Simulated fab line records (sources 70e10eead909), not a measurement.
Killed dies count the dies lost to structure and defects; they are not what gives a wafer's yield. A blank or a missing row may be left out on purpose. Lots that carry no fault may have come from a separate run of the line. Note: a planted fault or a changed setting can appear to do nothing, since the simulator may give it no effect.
Which of the tools did it? | flow nandHarc | 13 lots with 39 wafers sampled at 5 steps, on a route of 1302 steps

## WHAT THE GAUGES READ, wafer by wafer
NHARC_A_WL_FILL_INSPECT_15. Usual: rawDefectCount at 512, with a standard deviation of 130.
lot  | measured     | on               | rawDefectCount | flag
L114 | day 21 21:55 | defectInspect-02 | 330 380 290    | 
L116 | day 22 07:44 | defectInspect-02 | 421 498 585    | 
L117 | day 23 04:53 | defectInspect-02 | 535 431 575    | 
L118 | day 23 07:22 | defectInspect-01 | 778 461 421    | 
L120 | day 25 01:17 | defectInspect-02 | 598 311 488    | 
L121 | day 25 05:08 | defectInspect-02 | 292 436 477    | 
L124 | day 26 04:34 | defectInspect-02 | 615 488 354    | 
L130 | day 28 07:23 | defectInspect-02 | 495 651 499    | 
L132 | day 30 02:17 | defectInspect-01 | 504 395 387    | 
L133 | day 29 19:10 | defectInspect-02 | 366 387 528    | 
L135 | day 30 07:47 | defectInspect-01 | 474 353 389    | 
L134 | day 30 07:47 | defectInspect-02 | 636 423 500    | 
L136 | day 31 08:23 | defectInspect-01 | 549 693 737    | 

NHARC_END_SORT_01. Usual: killedAtArray 64, standard deviation 18; killedAtOther 0.8, standard deviation 1.1; killedAtPeriphery 3.8, standard deviation 2.7; killedDies 68, standard deviation 18; killedOpen 3.3, standard deviation 1.9; killedShort 2.3, standard deviation 1.8.
lot  | measured     | on        | killedAtArray | killedAtOther | killedAtPeriphery | killedDies | killedOpen | killedShort | flag
L124 | day 29 14:11 | prober-02 | 48 58 48      | 1 1 0         | 3 6 3             | 52 65 51   | 4 5 3      | 6 2 3       | 

## WHAT TOOL EACH LOT RAN ON (gives the tool, then ch and the chambers of the sampled wafers, and finally the start)
lot  | NHARC_A_WL_FILL_ALD_00          | NHARC_A_WL_FILL_RTA_01          | NHARC_A_WL_FILL_ETCHBACK_26
L114 | aldHk-03 ch 1,2,3, day 21 04:18 | rtpAnneal-02 ch 0, day 21 04:33 | rieSi-04 ch 2,3, day 21 20:49
L116 | aldHk-03 ch 0,1,3, day 21 11:48 | rtpAnneal-02 ch 0, day 21 12:04 | rieSi-04 ch 0,1,3, day 22 06:37
L117 | aldHk-01 ch 0,1,3, day 22 07:38 | rtpAnneal-01 ch 0, day 22 08:04 | rieSi-03 ch 0,1,2, day 23 03:46
L118 | aldHk-01 ch 0,2,3, day 22 12:46 | rtpAnneal-01 ch 0, day 22 13:08 | rieSi-04 ch 2,3, day 23 06:15
L120 | aldHk-03 ch 0,1,3, day 24 03:21 | rtpAnneal-02 ch 0, day 24 03:35 | rieSi-04 ch 0,3, day 25 00:10
L121 | aldHk-03 ch 0,1,2, day 24 11:12 | rtpAnneal-02 ch 0, day 24 11:26 | rieSi-04 ch 2,3, day 25 04:02
L124 | aldHk-04 ch 0,1,2, day 25 10:34 | rtpAnneal-02 ch 0, day 25 10:50 | rieSi-03 ch 0,1,2, day 26 03:28
L130 | aldHk-01 ch 0,2,3, day 27 10:50 | rtpAnneal-02 ch 0, day 27 11:06 | rieSi-04 ch 0,1,3, day 28 06:17
L132 | aldHk-01 ch 1,2,3, day 28 21:34 | rtpAnneal-01 ch 0, day 28 21:50 | rieSi-03 ch 0,1,2, day 30 01:11
L133 | aldHk-03 ch 0,1,2, day 29 01:24 | rtpAnneal-02 ch 0, day 29 01:41 | rieSi-05 ch 0,3, day 29 18:02
L135 | aldHk-03 ch 0,3, day 29 13:33   | rtpAnneal-02 ch 0, day 29 13:50 | rieSi-05 ch 1,2,3, day 30 06:42
L134 | aldHk-01 ch 0,1,3, day 29 16:28 | rtpAnneal-02 ch 0, day 29 16:44 | rieSi-03 ch 0,1,2, day 30 06:42
L136 | aldHk-04 ch 0,2,3, day 30 10:47 | rtpAnneal-02 ch 0, day 30 11:02 | rieSi-05 ch 0,2,3, day 31 07:08
- NHARC_A_WL_FILL_ALD_00: deposits Al2O3, target thk 3 nm, pulse time 3 s, ald cycles 30.
- NHARC_A_WL_FILL_RTA_01: time 5 s.
- NHARC_A_WL_FILL_ETCHBACK_26: etches the open film in HBr, target depth 52 nm, time 13.3 s.

## WHAT THE TOOLS THEMSELVES READ (means of the sampled wafers that have a number; where no wafer has one, the mark that the record gives instead)
NHARC_A_WL_FILL_ALD_00. Usual: heaterPowerW 475 W, standard deviation 26; precursorPulseHeightRel 1.002, standard deviation 0.019.
lot  | tool     | heaterPowerW (W) | precursorPulseHeightRel | flag
L114 | aldHk-03 | 479              | 1.004                   | 
L116 | aldHk-03 | 459              | 1.029                   | 
L117 | aldHk-01 | 488              | 1.011                   | 
L118 | aldHk-01 | 492              | 0.994                   | 
L120 | aldHk-03 | 459              | 1.004                   | 
L121 | aldHk-03 | 478              | 1.002                   | 
L124 | aldHk-04 | 464              | 0.984                   | 
L130 | aldHk-01 | 496              | 0.993                   | 
L132 | aldHk-01 | 472              | 1.008                   | 
L133 | aldHk-03 | 452              | 0.999                   | 
L135 | aldHk-03 | 449              | 1.010                   | 
L134 | aldHk-01 | 475              | 1.010                   | 
L136 | aldHk-04 | 472              | 1.002                   | 

NHARC_A_WL_FILL_RTA_01. Usual: lampPowerPct 29 %, standard deviation 4.8; lamp_zone_7_pct 29 %, standard deviation 4.9; wafer_temp_C_max 1004.3, standard deviation 1.3.
lot  | tool         | lampPowerPct (%) | lamp_zone_7_pct (%) | wafer_temp_C_max | flag
L114 | rtpAnneal-02 | 24               | 25                  | 1003.1           | 
L116 | rtpAnneal-02 | 24               | 25                  | 1004.0           | 
L117 | rtpAnneal-01 | 34               | 34                  | 1005.5           | 
L118 | rtpAnneal-01 | 34               | 34                  | 1004.9           | 
L120 | rtpAnneal-02 | 24               | 25                  | 1002.8           | 
L121 | rtpAnneal-02 | 24               | 25                  | 1003.2           | 
L124 | rtpAnneal-02 | 24               | 25                  | 1002.7           | 
L130 | rtpAnneal-02 | 24               | 25                  | 1003.1           | 
L132 | rtpAnneal-01 | 34               | 34                  | 1006.2           | 
L133 | rtpAnneal-02 | 24               | 25                  | 1003.9           | 
L135 | rtpAnneal-02 | 24               | 25                  | 1003.6           | 
L134 | rtpAnneal-02 | 24               | 25                  | 1003.0           | 
L136 | rtpAnneal-02 | 24               | 25                  | 1003.9           | 

NHARC_A_WL_FILL_ETCHBACK_26. Usual: biasW 60.01 W, standard deviation 0.17; drypumpMotorCurrentA 5.7 A, standard deviation 0.64; oesProductAu 1.000 a.u., standard deviation 0.0094; runLengthS 34.4 s, standard deviation 0.43; throttleValvePct 23.266 %, standard deviation 0.0086.
lot  | tool     | biasW (W) | drypumpMotorCurrentA (A) | oesProductAu (a.u.) | runLengthS (s) | throttleValvePct (%) | flag
L114 | rieSi-04 | 59.99     | 5.2                      | 0.999               | 34.3           | 23.269               | 
L116 | rieSi-04 | 59.98     | 6.1                      | 0.990               | 34.3           | 23.264               | 
L117 | rieSi-03 | 59.92     | 5.7                      | 1.006               | 34.5           | 23.257               | 
L118 | rieSi-04 | 59.85     | 5.3                      | 0.991               | 34.3           | 23.262               | 
L120 | rieSi-04 | -         | 5.6                      | 0.986               | 29.7           | 23.268               | OFF
L121 | rieSi-04 | -         | 5.2                      | 0.990               | 29.7           | 23.262               | OFF
L124 | rieSi-03 | 59.93     | 5.7                      | 1.006               | 34.6           | 23.259               | 
L130 | rieSi-04 | 60.05     | 6.1                      | 0.999               | 34.5           | 23.265               | 
L132 | rieSi-03 | 59.90     | 5.7                      | 1.010               | 34.3           | 23.262               | 
L133 | rieSi-05 | 59.96     | 5.2                      | 0.998               | 34.9           | 23.263               | 
L135 | rieSi-05 | 60.06     | 5.7                      | 1.002               | 34.5           | 23.269               | 
L134 | rieSi-03 | 60.20     | 5.7                      | 1.002               | 34.4           | 23.262               | 
L136 | rieSi-05 | 60.14     | 5.7                      | 0.999               | 34.8           | 23.265               | 

## THE ANSWER, worked out from the rows above alone
Rule: take the mean of a lot's wafers that have a number; if it is more than 3 standard deviations from the usual mean, the lot is off. Also off: a lot with no number at a reading for which 4 or more lots have one. The other lots that the step has rows for count as sound. The gauges are gone through in route order, then the tools' own readings, and for those a lot's mean is taken as printed above. The first step at which some lot is off is used, and at that step the reading that is off furthest; a lot without a number counts as furthest.
Off: L120, L121, at NHARC_A_WL_FILL_ETCHBACK_26 (biasW). Without a number there: L120, L121.
A tool fits if, at that step or a process step before it, it ran every lot that is off, and no sound lot after the first of them. No candidate that was tried fits.

## WHAT WAS PUT IN BY THE SIMULATOR
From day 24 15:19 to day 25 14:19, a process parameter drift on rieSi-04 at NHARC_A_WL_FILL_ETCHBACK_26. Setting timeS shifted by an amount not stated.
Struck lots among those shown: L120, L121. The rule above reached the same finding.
